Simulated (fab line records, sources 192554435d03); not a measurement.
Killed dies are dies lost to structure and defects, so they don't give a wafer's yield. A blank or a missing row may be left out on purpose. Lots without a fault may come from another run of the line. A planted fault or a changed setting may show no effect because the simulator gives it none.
fab line records | flow n5_finfet | part 1 of 2: steps 1 to 28 of 34
record lots=5 wafers=15 last_day=16
route steps=1938 shown BEOL_M2@918 BEOL_M3@931
lots that met no fault: from a run of the same line without faults
start_h: hours from the record's first day to the start of the lot's first wafer shown | wait_h: hours since the lot's step before | " the same as in the row above | L1.1+2: a row that stands for several wafers | - no value, or no start given | * or withheld: withheld | < > ~ a bound
route shown NAME@n: a module of which the file shows steps, and the number in the route of the first | usual: mean/standard deviation of fault-free wafers | same: alike in all rows | chamber/n: place in a boat | sites: the reading at each site | _std_site: their standard deviation | _edge_site: outer sites' mean less inner sites' | radius_mm: how far each site lies from the wafer's centre | mask NAME#n: copy n | behind: the tool/chamber that last shaped the wafer | hold: why the lot was held/for how many hours/how that ended | device: the transistor (n, p or np) that didn't switch | end of line: the same wafers' tests at the end of the route | a step without rows: its recipe alone | killed: dies lost to structure and defects at the first sort, not the wafer's yield | map: a wafer's dies, x killed, . not, _ none there
set.NAME: the setting as run; set.NAME@STEP: as run at that earlier step | model.NAME: the simulator's own value behind a step, which no gauge read
lots at some steps of the route; a table a step, a row a wafer
services: from which hour (start_h, from the record's first day; less than 0 if before it) a tool's chamber was out of use, for how many hours, and why
## steps
# step N5_BEOL_M2_SPUTTER_94
# recipe material=Cu target_thk_a=45 temp_c=-20 chamber_pressure_pa=0.07 power_w=withheld time_s=8.29
# usual throttle_valve_pct=29.9/0.78
# columns lot.wafer tool chamber start_h wait_h throttle_valve_pct
L081.1 pvd_sputter-01 - 184.01 0.1 29.8
L081.5 " - " " 29.7
L081.6 " - " " 30.3
L089.2 pvd_sputter-02 - 230.21 0.1 31.5
L089.3 " - " " 29.3
L089.4 " - " " 29.9
L088.2 pvd_sputter-01 - 232.66 0.1 29.7
L088.3 " - " " 31.1
L088.5 " - " " 30.2
L090.2 pvd_sputter-02 - 235.98 0.1 28.8
L090.5 " - " " 31.3
L090.6 " - " " 28.4
L093.2 pvd_sputter-01 - 254.44 0.1 29.5
L093.5 " - " " 29.8
L093.6 " - " " 30.1
# step N5_BEOL_M2_ANNEAL_95
# recipe temp_c=400 time_s=240 ambient=vacuum
# usual heater_power_w=858/75 susceptor_temp_C_max=400.8/0.34
# columns lot.wafer tool chamber start_h wait_h heater_power_w susceptor_temp_C_max
L081.1 pvd_sputter-01 - 184.09 0.0 821 400.9
L081.5 " - " " 895 400.1
L081.6 " - " " 855 400.5
L089.2 pvd_sputter-02 - 230.29 0.0 1045 400.7
L089.3 " - " " 812 400.8
L089.4 " - " " 928 400.7
L088.2 pvd_sputter-01 - 232.74 0.0 913 401.0
L088.3 " - " " 904 400.7
L088.5 " - " " 837 400.4
L090.2 pvd_sputter-02 - 236.06 0.0 846 401.6
L090.5 " - " " 1065 400.4
L090.6 " - " " 837 401.1
L093.2 pvd_sputter-01 - 254.52 0.0 808 400.8
L093.5 " - " " 898 400.4
L093.6 " - " " 826 401.3
# step N5_BEOL_M2_SPUTTER_96
# recipe material=Cu target_thk_a=45 temp_c=-20 chamber_pressure_pa=0.07 power_w=withheld time_s=8.29
# usual throttle_valve_pct=29.8/0.79
# columns lot.wafer tool chamber start_h wait_h throttle_valve_pct
L081.1 pvd_sputter-01 - 184.23 0.1 29.4
L081.5 " - " " 29.5
L081.6 " - " " 30.5
L089.2 pvd_sputter-02 - 230.43 0.1 31.7
L089.3 " - " " 29.4
L089.4 " - " " 30.1
L088.2 pvd_sputter-01 - 232.88 0.1 29.6
L088.3 " - " " 30.9
L088.5 " - " " 30.3
L090.2 pvd_sputter-02 - 236.20 0.1 29.0
L090.5 " - " " 31.4
L090.6 " - " " 28.6
L093.2 pvd_sputter-01 - 254.66 0.1 29.3
L093.5 " - " " 29.9
L093.6 " - " " 30.1
# step N5_BEOL_M2_ECD_50
# recipe material=Cu target_thk_a=3000
# columns lot.wafer tool chamber start_h wait_h
L081.1+5+6 ecd_cu-01 1,1,0 184.35 0.1
L089.2+3+4 ecd_cu-01 1,1,0 230.54 0.1
L088.2+3+5 ecd_cu-01 0,1,1 233.00 0.1
L090.2+5+6 ecd_cu-02 0,1,0 236.32 0.1
L093.2+5+6 ecd_cu-01 0,1,0 254.77 0.1
# step N5_BEOL_M2_ANNEAL_51
# recipe temp_c=225 time_s=90 ambient=N2
# usual anneal_temp_c_max=226.33/0.28 wafer_temp_C_max=225.72/0.23
# columns lot.wafer tool chamber start_h wait_h anneal_temp_c_max wafer_temp_C_max
L081.1 rtp_anneal-02 0 187.90 3.5 226.44 225.97
L081.5 " 0 " " 226.34 226.02
L081.6 " 0 " " 226.75 225.78
L089.2 rtp_anneal-02 0 231.03 0.5 226.38 225.60
L089.3 " 0 " " 226.58 225.49
L089.4 " 0 " " 226.25 225.92
L088.2 rtp_anneal-02 0 235.95 2.9 226.15 225.55
L088.3 " 0 " " 226.38 225.78
L088.5 " 0 " " 226.37 226.09
L090.2 rtp_anneal-01 0 237.06 0.7 225.86 225.57
L090.5 " 0 " " 226.76 225.51
L090.6 " 0 " " 225.92 225.82
L093.2 rtp_anneal-02 0 254.90 0.1 226.07 225.65
L093.5 " 0 " " 226.38 225.96
L093.6 " 0 " " 226.09 225.59
# step N5_BEOL_M2_CMP_52
# recipe stop_on=SiOC t_overpolish_s=6.8 down_force_psi=1 platen_rpm=50 clearing_platen_down_force_psi=1.5 clearing_platen_rpm=50 post_cmp_clean=cu_alkaline target_thk_nm=40 clearing_platen_pad_velocity_m_s=0.99484 pad_velocity_m_s=0.99484
# usual barrier_field_endpoint_s=24.7/0.55 head_pressure_psi=1.0001/0.0021 motor_current_A=6.0/0.77 overpolish_run_s=6.801/0.0095 platen_rpm=50.005/0.03 slurry_filter_dp_kPa=13.49/0.14 time_to_endpoint_s=62.2/2.6
# columns lot.wafer tool chamber start_h wait_h barrier_field_endpoint_s head_pressure_psi motor_current_A overpolish_run_s platen_rpm slurry_filter_dp_kPa time_to_endpoint_s
L081.1 cmp-04 1 188.24 0.3 25.6 1.0040 5.1 6.802 50.011 13.49 63.1
L081.5 " 0 " " 25.9 0.9983 7.3 6.785 50.017 13.47 64.1
L081.6 " 1 " " 25.4 0.9995 5.1 6.801 50.009 13.58 61.0
L089.4 cmp-04 0 232.24 1.1 24.5 0.9976 7.4 6.801 49.998 13.39 61.7
L089.3 " 1 " " 23.7 1.0000 4.9 6.792 49.959 13.59 59.4
L089.2 " 2 " " 24.5 1.0003 6.3 6.787 50.081 13.39 63.2
L088.3 cmp-04 3 236.21 0.2 23.8 1.0013 5.3 6.801 50.009 13.44 57.3
L088.2 " 1 " " 23.8 0.9994 5.2 6.783 49.993 13.30 59.0
L088.5 " 3 " " 24.7 1.0007 5.0 6.778 49.994 13.65 60.9
L090.2 cmp-04 3 237.74 0.6 24.5 1.0013 5.3 6.797 50.019 13.44 64.3
L090.6 " 3 " " 24.8 0.9996 5.2 6.802 50.074 13.44 63.5
L090.5 " 0 " " 24.7 0.9977 7.4 6.799 50.055 13.64 66.2
L093.2 cmp-04 0 255.26 0.3 25.1 0.9984 7.4 6.788 50.051 13.63 60.4
L093.6 " 1 " " 24.8 0.9993 5.2 6.804 49.990 13.32 58.5
L093.5 " 2 " " 25.5 1.0016 5.9 6.806 50.016 13.71 63.8
# step N5_BEOL_M2_THK_MEAS_53
# recipe thk_meas_gauge=xrf reads=Cu_of_BEOL_M2_ECD_50
# usual M2_THK=39.4/1.3
# columns lot.wafer tool chamber start_h wait_h M2_THK[nm]
L081.1 film_metro-01 - 188.50 - 38.0
L081.5 " - " " 37.8
L081.6 " - " " 37.0
L089.2 film_metro-02 - 232.50 - 41.3
L089.3 " - " " 39.9
L089.4 " - " " 40.0
L088.2 film_metro-01 - 236.51 - 39.4
L088.3 " - " " 38.8
L088.5 " - " " 37.5
L090.2 film_metro-02 - 238.04 - 37.5
L090.5 " - " " 39.8
L090.6 " - " " 41.1
L093.2 film_metro-02 - 255.45 - 38.8
L093.5 " - " " 38.8
L093.6 " - " " 38.4
# step N5_BEOL_M2_PRE_CLEAN_60
# recipe gas=NH3/H2 time_s=15 temp_c=* rf_power_w=300
# usual heater_power_w=88/20
# columns lot.wafer tool chamber start_h wait_h heater_power_w
L081.1 cvd_co-02 0 188.53 0.0 115
L081.5 " 0 " " 119
L081.6 " 1 " " 115
L089.2 cvd_co-01 2 232.77 0.3 63
L089.3 " 0 " " 79
L089.4 " 2 " " 63
L088.2 cvd_co-02 2 236.55 0.0 75
L088.3 " 1 " " 115
L088.5 " 0 " " 120
L090.2 cvd_co-02 0 238.08 0.0 118
L090.5 " 0 " " 117
L090.6 " 1 " " 116
L093.2 cvd_co-01 1 255.48 0.0 76
L093.5 " 2 " " 63
L093.6 " 0 " " 80
# step N5_BEOL_M2_CO_CAP_55
# recipe material=Co target_thk_a=20 temp_c=200 precursor=CCTBA/H2 pressure_torr=30 time_s=102.1
# usual heater_power_w=240/26
# columns lot.wafer tool chamber start_h wait_h heater_power_w
L081.1 cvd_co-02 0 188.57 0.0 271
L081.5 " 0 " " 280
L081.6 " 1 " " 264
L089.2 cvd_co-01 2 232.81 0.0 210
L089.3 " 0 " " 234
L089.4 " 2 " " 207
L088.2 cvd_co-02 2 236.59 0.0 224
L088.3 " 1 " " 268
L088.5 " 0 " " 280
L090.2 cvd_co-02 0 238.12 0.0 276
L090.5 " 0 " " 283
L090.6 " 1 " " 271
L093.2 cvd_co-01 1 255.52 0.0 232
L093.5 " 2 " " 209
L093.6 " 0 " " 226
# step N5_BEOL_M2_PRE_CLEAN_56
# recipe gas=NH3 time_s=15 temp_c=withheld rf_power_w=300
# columns lot.wafer tool chamber start_h wait_h
L081.1+5+6 pecvd-02 2,1,2 188.66 0.1
L089.2+3+4 pecvd-04 0,1,0 232.90 0.1
L088.2+3+5 pecvd-03 2,1,2 236.68 0.1
L090.2+5+6 pecvd-03 2,2,1 238.21 0.1
L093.2+5+6 pecvd-02 0,2,0 255.62 0.1
# step N5_BEOL_M2_DEP_57
# recipe material=SiCN target_thk_a=80 temp_c=withheld precursor=3MS/NH3 pressure_torr=3 rf_w=202 time_s=14
# usual showerhead_plenum_p_Torr=3.657/0.015 throttle_valve_pct=8.6/0.44
# columns lot.wafer tool chamber start_h wait_h showerhead_plenum_p_Torr throttle_valve_pct
L081.1 pecvd-02 2 188.69 0.0 3.670 8.1
L081.5 " 1 " " 3.637 8.4
L081.6 " 2 " " 3.668 8.1
L089.2 pecvd-04 0 232.92 0.0 3.649 8.5
L089.3 " 1 " " 3.643 9.4
L089.4 " 0 " " 3.651 8.7
L088.2 pecvd-03 2 236.70 0.0 3.647 9.0
L088.3 " 1 " " 3.666 8.9
L088.5 " 2 " " 3.638 9.0
L090.2 pecvd-03 2 238.23 0.0 3.654 9.1
L090.5 " 2 " " 3.641 8.8
L090.6 " 1 " " 3.668 8.8
L093.2 pecvd-02 0 255.64 0.0 3.664 8.7
L093.5 " 2 " " 3.659 8.3
L093.6 " 0 " " 3.656 8.6
# step N5_BEOL_M2_RS_MEAS_58
# recipe thk_meas_gauge=four-point-probe reads=Co_of_BEOL_M2_CO_CAP_55+Cu_of_BEOL_M2_ECD_50+Co_of_BEOL_M2_CVD_47+TaN_of_BEOL_M2_ALD_84
# usual M2_RS=0.675/0.029
# columns lot.wafer tool chamber start_h wait_h M2_RS[ohm/sq]
L081.1 film_metro-02 - 188.76 0.0 0.706
L081.5 " - " " 0.716
L081.6 " - " " 0.740
L089.2 film_metro-01 - 232.99 0.1 0.634
L089.3 " - " " 0.662
L089.4 " - " " 0.657
L088.2 film_metro-01 - 236.77 0.1 0.671
L088.3 " - " " 0.684
L088.5 " - " " 0.715
L090.2 film_metro-01 - 238.30 0.1 0.733
L090.5 " - " " 0.673
L090.6 " - " " 0.647
L093.2 film_metro-02 - 255.71 0.1 0.695
L093.5 " - " " 0.689
L093.6 " - " " 0.700
# step N5_BEOL_M2_INSPECT_59
# recipe inspect_instrument=darkfield mode=post_dep
# usual raw_defect_count=69/24
# columns lot.wafer tool chamber start_h wait_h raw_defect_count
L081.1 defect_inspect-02 - 188.78 0.0 91
L081.5 " - " " 59
L081.6 " - " " 58
L089.2 defect_inspect-02 - 233.02 0.0 64
L089.3 " - " " 76
L089.4 " - " " 51
L088.2 defect_inspect-01 - 236.80 0.0 66
L088.3 " - " " 80
L088.5 " - " " 68
L090.2 defect_inspect-01 - 238.33 0.0 39
L090.5 " - " " 35
L090.6 " - " " 67
L093.2 defect_inspect-02 - 255.74 0.0 40
L093.5 " - " " 47
L093.6 " - " " 66
# step N5_BEOL_M3_ILD_DEP_00
# recipe material=SiOC target_thk_a=790 temp_c=350 precursor=DEMS/O2 pressure_torr=5 rf_w=500 time_s=15.3
# usual heater_power_w=539/66 showerhead_plenum_p_Torr=5.691/0.014 throttle_valve_pct=11.8/0.69
# columns lot.wafer tool chamber start_h wait_h heater_power_w showerhead_plenum_p_Torr throttle_valve_pct
L081.1 pecvd-03 2 188.82 0.0 646 5.671 11.5
L081.5 " 1 " " 443 5.709 11.5
L081.6 " 0 " " 530 5.691 12.5
L089.2 pecvd-03 0 233.05 0.0 526 5.687 12.6
L089.3 " 2 " " 657 5.669 11.8
L089.4 " 1 " " 503 5.706 11.6
L088.2 pecvd-03 1 236.83 0.0 409 5.705 11.6
L088.3 " 2 " " 669 5.683 11.9
L088.5 " 1 " " 420 5.721 11.4
L090.2 pecvd-03 0 238.36 0.0 554 5.686 12.9
L090.5 " 1 " " 492 5.699 12.1
L090.6 " 0 " " 558 5.684 12.9
L093.2 pecvd-01 0 255.77 0.0 511 5.705 12.9
L093.5 " 1 " " 499 5.681 11.3
L093.6 " 0 " " 525 5.704 13.0
# step N5_BEOL_M3_THK_MEAS_01
# recipe reads=SiOC_of_BEOL_M3_ILD_DEP_00
# usual M3_ILD_THK=79.1/0.96
# columns lot.wafer tool chamber start_h wait_h M3_ILD_THK[nm]
L081.1 film_metro-01 - 188.89 0.0 80.1
L081.5 " - " " 79.3
L081.6 " - " " 78.4
L089.2 film_metro-02 - 233.12 0.1 77.9
L089.3 " - " " 78.5
L089.4 " - " " 80.0
L088.2 film_metro-01 - 236.90 0.1 78.9
L088.3 " - " " 79.0
L088.5 " - " " 79.9
L090.2 film_metro-01 - 238.43 0.1 79.7
L090.5 " - " " 81.5
L090.6 " - " " 81.0
L093.2 film_metro-02 - 255.84 0.1 78.6
L093.5 " - " " 78.3
L093.6 " - " " 79.4
# step N5_BEOL_M3_PECVD_72
# recipe material=SiO2 target_thk_a=160 temp_c=400 precursor=TEOS/O2 pressure_torr=5.5 rf_w=450 teos_flow_sccm=53.8 gas=O2 flow_sccm=3000 time_s=18
# usual heater_power_w=793/85 showerhead_plenum_p_Torr=8.77/0.054 throttle_valve_pct=22.3/1.3
# columns lot.wafer tool chamber start_h wait_h heater_power_w showerhead_plenum_p_Torr throttle_valve_pct
L081.1 pecvd-01 0 188.92 0.0 764 8.83 24.4
L081.5 " 1 " " 739 8.76 21.9
L081.6 " 0 " " 746 8.84 24.3
L089.2 pecvd-03 2 233.16 0.0 910 8.71 21.9
L089.3 " 0 " " 751 8.76 23.8
L089.4 " 1 " " 728 8.86 21.8
L088.2 pecvd-03 0 236.94 0.0 786 8.74 23.9
L088.3 " 2 " " 924 8.68 22.0
L088.5 " 1 " " 692 8.83 22.0
L090.2 pecvd-02 2 238.47 0.0 777 8.78 20.7
L090.5 " 0 " " 757 8.72 21.0
L090.6 " 2 " " 773 8.81 20.6
L093.2 pecvd-01 2 255.88 0.0 899 8.84 21.7
L093.5 " 2 " " 876 8.82 21.5
L093.6 " 0 " " 779 8.80 24.7
# step N5_BEOL_M3_HM_DEP_02
# recipe material=TiN target_thk_a=200 temp_c=25 chamber_pressure_pa=0.49996
# usual throttle_valve_pct=29.9/0.72
# columns lot.wafer tool chamber start_h wait_h throttle_valve_pct
L081.1 pvd_sputter-01 - 189.87 0.9 29.7
L081.5 " - " " 30.9
L081.6 " - " " 29.8
L089.2 pvd_sputter-01 - 233.74 0.6 30.0
L089.3 " - " " 29.3
L089.4 " - " " 29.8
L088.2 pvd_sputter-02 - 239.35 2.4 30.3
L088.3 " - " " 29.5
L088.5 " - " " 29.2
L090.2 pvd_sputter-03 - 239.66 1.2 29.7
L090.5 " - " " 29.4
L090.6 " - " " 29.0
L093.2 pvd_sputter-02 - 256.04 0.1 29.9
L093.5 " - " " 31.5
L093.6 " - " " 28.9
# step N5_BEOL_M3_COAT_61
# recipe resist=SOC temp_c=250 time_s=60 spin_rpm=1500 resist_thk_nm=60
# columns lot.wafer tool chamber start_h wait_h
L081.1+5+6 litho_track-03 0 190.00 0.1
L089.2+3+4 litho_track-02 0 233.87 0.1
L088.2+3+5 litho_track-03 0 239.47 0.1
L090.2+5+6 litho_track-05 0 239.78 0.1
L093.2+5+6 litho_track-05 0 256.17 0.1
# step N5_BEOL_M3_COAT_62
# recipe resist=SiARC temp_c=220 time_s=60 spin_rpm=1500 resist_thk_nm=12
# columns lot.wafer tool chamber start_h wait_h
L081.1+5+6 litho_track-03 0 - -
L089.2+3+4 litho_track-02 0 - -
L088.2+3+5 litho_track-03 0 - -
L090.2+5+6 litho_track-05 0 - -
L093.2+5+6 litho_track-05 0 - -
# step N5_BEOL_M3_COAT_73
# recipe resist=underlayer temp_c=205 time_s=60 spin_rpm=1500 resist_thk_nm=5
# columns lot.wafer tool chamber start_h wait_h
L081.1+5+6 litho_track-03 0 - -
L089.2+3+4 litho_track-02 0 - -
L088.2+3+5 litho_track-03 0 - -
L090.2+5+6 litho_track-05 0 - -
L093.2+5+6 litho_track-05 0 - -
# step N5_BEOL_M3_COAT_05
# recipe resist=CAR-EUV spin_rpm=1500 resist_thk_nm=30
# columns lot.wafer tool chamber start_h wait_h
L081.1+5+6 litho_track-03 0 - -
L089.2+3+4 litho_track-02 0 - -
L088.2+3+5 litho_track-03 0 - -
L090.2+5+6 litho_track-05 0 - -
L093.2+5+6 litho_track-05 0 - -
# step N5_BEOL_M3_EBR_07
# recipe solvent=PGMEA ebr_width_mm=1.5
# same ebr_width_mm=1.5
# columns lot.wafer tool chamber start_h wait_h
L081.1+5+6 litho_track-03 0 - -
L089.2+3+4 litho_track-02 0 - -
L088.2+3+5 litho_track-03 0 - -
L090.2+5+6 litho_track-05 0 - -
L093.2+5+6 litho_track-05 0 - -
# step N5_BEOL_M3_SOFTBAKE_06
# recipe temp_c=110 time_s=60 resist=CAR-EUV
# columns lot.wafer tool chamber start_h wait_h
L081.1+5+6 litho_track-03 0 - -
L089.2+3+4 litho_track-02 0 - -
L088.2+3+5 litho_track-03 0 - -
L090.2+5+6 litho_track-05 0 - -
L093.2+5+6 litho_track-05 0 - -
# step N5_BEOL_M3_EXPOSE_08
# recipe mask_id=M3 na=0.33 source_shape=dipole sigma_inner=0.369 sigma_outer=0.767 polarization=unpolarized dose_mj=33
# same na=0.33
# columns lot.wafer tool chamber start_h wait_h mask
L081.1+5+6 euv_scanner-02 0 190.14 - M3#0
L089.2+3+4 euv_scanner-02 0 234.14 - M3#0
L088.2+3+5 euv_scanner-02 0 239.62 - M3#0
L090.2+5+6 euv_scanner-02 0 239.94 - M3#0
L093.2+5+6 euv_scanner-02 0 256.31 - M3#0
# step N5_BEOL_M3_PEB_09
# recipe peb_temp_c=100 peb_time_s=60 resist=CAR-EUV
# columns lot.wafer tool chamber start_h wait_h
L081.1+5+6 litho_track-02 0 190.20 0.1
L089.2+3+4 litho_track-02 0 234.19 0.0
L088.2+3+5 litho_track-02 0 239.67 0.0
L090.2+5+6 litho_track-05 0 239.99 0.0
L093.2+5+6 litho_track-03 0 256.36 0.0
# step N5_BEOL_M3_DEVELOP_10
# recipe develop_time_s=30 developer=TMAH resist=CAR-EUV rinse_liquid=surfactant_rinse dry=air_spin dev_temp_c=23
# columns lot.wafer tool chamber start_h wait_h
L081.1+5+6 litho_track-02 0 - -
L089.2+3+4 litho_track-02 0 - -
L088.2+3+5 litho_track-02 0 - -
L090.2+5+6 litho_track-05 0 - -
L093.2+5+6 litho_track-03 0 - -
# step N5_BEOL_M3_CD_MEAS_11
# recipe target_cd_nm=17.05 landing_energy_ev=500 detector=se_inlens polarity=opening
# usual cd_nm=17.07/0.21
# columns lot.wafer tool chamber start_h wait_h cd_nm
L081.1 cd_sem-03 0 190.26 - 17.00
L081.5 " 0 " " 17.15
L081.6 " 0 " " 17.24
L089.2 cd_sem-02 0 234.26 - 17.39
L089.3 " 0 " " 17.47
L089.4 " 0 " " 17.15
L088.2 cd_sem-03 0 239.74 - 16.75
L088.3 " 0 " " 17.02
L088.5 " 0 " " 17.03
L090.2 cd_sem-01 0 240.06 - 16.95
L090.5 " 0 " " 16.88
L090.6 " 0 " " 17.15
L093.2 cd_sem-01 0 256.43 - 17.58
L093.5 " 0 " " 17.04
L093.6 " 0 " " 17.15
# step N5_BEOL_M3_OVL_MEAS_12
# recipe points_per_wafer=522
# usual M3_OVL=-0.1/0.62
# columns lot.wafer tool chamber start_h wait_h M3_OVL[nm]
L081.1 overlay-01 0 190.29 0.0 -1.1
L081.5 " 0 " " 0.0
L081.6 " 0 " " -0.2
L089.2 overlay-01 0 234.29 0.0 0.9
L089.3 " 0 " " 1.2
L089.4 " 0 " " 1.0
L088.2 overlay-02 0 239.77 0.0 -0.3
L088.3 " 0 " " -0.2
L088.5 " 0 " " 0.4
L090.2 overlay-01 0 240.09 0.0 0.5
L090.5 " 0 " " 1.1
L090.6 " 0 " " -0.2
L093.2 overlay-01 0 256.47 0.0 0.6
L093.5 " 0 " " 0.0
L093.6 " 0 " " 0.3
